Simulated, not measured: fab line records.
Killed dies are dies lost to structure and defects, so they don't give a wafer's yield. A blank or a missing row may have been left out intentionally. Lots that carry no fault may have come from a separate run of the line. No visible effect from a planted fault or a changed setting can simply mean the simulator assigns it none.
Split-lot study | flow n5_finfet | 39 wafers read from 7 lots, route of 1938 steps

## SPLIT DETAILS
At N5_BEOL_M5_TRENCH_ETCH_37 (etches SiCOH lowk in C4F6/O2, target depth 71.652 nm, time 24.7 s), the setting time_s was moved away from the recipe's 24.7 s on 12 of the 39 wafers read, by -55.7% to +23.0%. For the rest of the wafers, this setting stayed at what the recipe calls for.

## FROM THE SPLIT TO THE READING: what the file shows between them, 13 steps
- N5_BEOL_M5_ETCH_41: etches SiCN in CH3F/O2, target depth 31.5 nm, time 56.7 s
- N5_BEOL_M5_STRIP_91: strips in N2/H2, time 10 s
- N5_BEOL_M5_OCD_MEAS_38
- N5_BEOL_M5_HM_STRIP_39: strips TiN in peroxide tin strip, target depth 25 nm, time 158 s
- N5_BEOL_M5_SRD_40: time 30 s
- N5_BEOL_M5_ECD_50: material Cu, target thk 300 nm
- N5_BEOL_M5_ANNEAL_51: time 90 s
- N5_BEOL_M5_CMP_52: polishes, stops on SiCOH lowk, t overpolish 6.9 s, target thk 62 nm
- N5_BEOL_M5_THK_MEAS_53: measures by xrf
- N5_BEOL_M5_PRE_CLEAN_77: time 15 s
- N5_BEOL_M5_CO_CAP_78: material Co, precursor CCTBA/H2, target thk 2 nm, time 102.1 s
- N5_BEOL_M5_PRE_CLEAN_55: time 15 s
- N5_BEOL_M5_DEP_56: deposits SiCN from 3MS/NH3, target thk 8 nm, time 14 s

## THE READING
M5_RS in ohm/sq, measured at N5_BEOL_M5_RS_MEAS_57 by four-point-probe. On this fab line, fault-free wafers typically give 0.393 ohm/sq with a standard deviation of 0.013 ohm/sq.

wafer  | tool, chamber at the split | time_s as run, s | against the recipe | M5_RS, ohm/sq | against lot-mates on the recipe
L076.1 | rie_diel-05, 2             | 10.95            | -55.7%             | 1.427         | +1.027
L076.2 | rie_diel-05, 0             | 24.7             | recipe             | 0.396         | -
L076.3 | rie_diel-05, 1             | 24.7             | recipe             | 0.412         | -
L076.4 | rie_diel-05, 3             | 24.7             | recipe             | 0.391         | -
L076.5 | rie_diel-05, 3             | 10.95            | -55.7%             | 1.403         | +1.003
L076.6 | rie_diel-05, 2             | 10.95            | -55.7%             | 1.678         | +1.278
L074.1 | rie_diel-01, 2             | 24.7             | recipe             | 0.380         | -
L074.2 | rie_diel-01, 3             | 24.7             | recipe             | 0.374         | -
L074.3 | rie_diel-01, 0             | 12.62            | -48.9%             | 1.116         | +0.734
L074.4 | rie_diel-01, 2             | 12.62            | -48.9%             | 1.066         | +0.684
L074.5 | rie_diel-01, 0             | 12.62            | -48.9%             | 1.125         | +0.743
L074.6 | rie_diel-01, 3             | 24.7             | recipe             | 0.391         | -
L082.1 | rie_diel-01, 1             | 24.7             | recipe             | 0.396         | -
L082.4 | rie_diel-01, 2             | 24.7             | recipe             | 0.369         | -
L082.6 | rie_diel-01, 0             | 24.7             | recipe             | 0.389         | -
L086.1 | rie_diel-05, 3             | 30.37            | +23.0%             | 0.292         | -0.101
L086.2 | rie_diel-05, 2             | 30.37            | +23.0%             | 0.285         | -0.108
L086.3 | rie_diel-05, 0             | 24.7             | recipe             | 0.403         | -
L086.4 | rie_diel-05, 1             | 24.7             | recipe             | 0.393         | -
L086.5 | rie_diel-05, 2             | 30.37            | +23.0%             | 0.286         | -0.107
L086.6 | rie_diel-05, 3             | 24.7             | recipe             | 0.384         | -
L088.1 | rie_diel-02, 3             | 24.7             | recipe             | 0.379         | -
L088.2 | rie_diel-02, 1             | 16.84            | -31.8%             | 0.679         | +0.291
L088.3 | rie_diel-02, 0             | 24.7             | recipe             | 0.401         | -
L088.4 | rie_diel-02, 2             | 16.84            | -31.8%             | 0.687         | +0.299
L088.5 | rie_diel-02, 3             | 16.84            | -31.8%             | 0.658         | +0.270
L088.6 | rie_diel-02, 0             | 24.7             | recipe             | 0.383         | -
L094.1 | rie_diel-05, 1             | 24.7             | recipe             | 0.399         | -
L094.2 | rie_diel-05, 3             | 24.7             | recipe             | 0.387         | -
L094.3 | rie_diel-05, 2             | 24.7             | recipe             | 0.398         | -
L094.4 | rie_diel-05, 3             | 24.7             | recipe             | 0.379         | -
L094.5 | rie_diel-05, 1             | 24.7             | recipe             | 0.384         | -
L094.6 | rie_diel-05, 2             | 24.7             | recipe             | 0.387         | -
L095.1 | rie_diel-05, 2             | 24.7             | recipe             | 0.389         | -
L095.2 | rie_diel-05, 0             | 24.7             | recipe             | 0.396         | -
L095.3 | rie_diel-05, 1             | 24.7             | recipe             | 0.397         | -
L095.4 | rie_diel-05, 3             | 24.7             | recipe             | 0.390         | -
L095.5 | rie_diel-05, 1             | 24.7             | recipe             | 0.424         | -
L095.6 | rie_diel-05, 2             | 24.7             | recipe             | 0.388         | -

THE FIT
A straight line over all 39 wafers: M5_RS changes by -0.015 ohm/sq for each +1% of time_s; r = -0.94; the points scatter about the line by 0.12 ohm/sq.
The same after taking each lot's own level away (the mean of its wafers on the recipe; 39 wafers): -0.015 ohm/sq for each +1%; r = -0.94; scatter 0.12 ohm/sq.
According to that fit, moving time_s by its largest amount changes the reading by 0.84 ohm/sq.
The lots' own levels span 0.3817 to 0.3997 ohm/sq, that is 1.4 times the standard deviation above.
So the lot-to-lot level changes the slope little: the two slopes agree.
Check: with one of the wafers moved furthest among these (-55.7%) left out of the fit, the line predicts +0.83 ohm/sq for it against its lot-mates. It came out at +1.03 ohm/sq against them.

## ADDITIONAL SPLITS CARRIED BY THESE WAFERS
These wafers also went through other splits before the reading. Each is held against what the fit with the lots' levels taken away leaves over:
other split on the same wafers   | wafers away from the commonest value | r with M5_RS (lot level and that fit taken away)
N5_BEOL_M4_TRENCH_ETCH_37 time_s | 18                                   | -0.07

## THE WHOLE CHAIN: every reading that the file lists as answering this split, in the file's order
step                      | what it does                                                        | reading                                                                          | change (the file's fit)                | r (the file's)
N5_BEOL_M5_TRENCH_ETCH_37 | etches SiCOH lowk in C4F6/O2, target depth 71.652 nm, time 24.7 s   | BEOL_M5.feature_depth_nm (the simulator's own value, which no gauge read)        | +0.708 nm for each +1% of the setting  | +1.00
N5_BEOL_M5_TRENCH_ETCH_37 | etches SiCOH lowk in C4F6/O2, target depth 71.652 nm, time 24.7 s   | etch.depth_nm (the simulator's own value, which no gauge read)                   | +0.708 nm for each +1% of the setting  | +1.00
N5_BEOL_M5_TRENCH_ETCH_37 | etches SiCOH lowk in C4F6/O2, target depth 71.652 nm, time 24.7 s   | TiN_of_BEOL_M5_HM_DEP_02.thk_nm (the simulator's own value, which no gauge read) | -0.0212 nm for each +1% of the setting | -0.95
N5_BEOL_M5_OCD_MEAS_38    |                                                                     | trench_depth_nm                                                                  | +0.71 nm for each +1% of the setting   | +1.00
N5_BEOL_M5_CMP_52         | polishes, stops on SiCOH lowk, t overpolish 6.9 s, target thk 62 nm | Cu_of_BEOL_M5_ECD_50.thk_nm (the simulator's own value, which no gauge read)     | +0.709 nm for each +1% of the setting  | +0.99
N5_BEOL_M5_THK_MEAS_53    | measures by xrf                                                     | M5_THK                                                                           | +0.711 for each +1% of the setting     | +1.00
N5_BEOL_M5_RS_MEAS_57     | measures by four-point-probe                                        | M5_RS                                                                            | -0.0154 for each +1% of the setting    | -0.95

## FILE'S OWN FIT
M5_RS changes by -0.0154 ohm/sq for each +1% of time_s, r = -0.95.
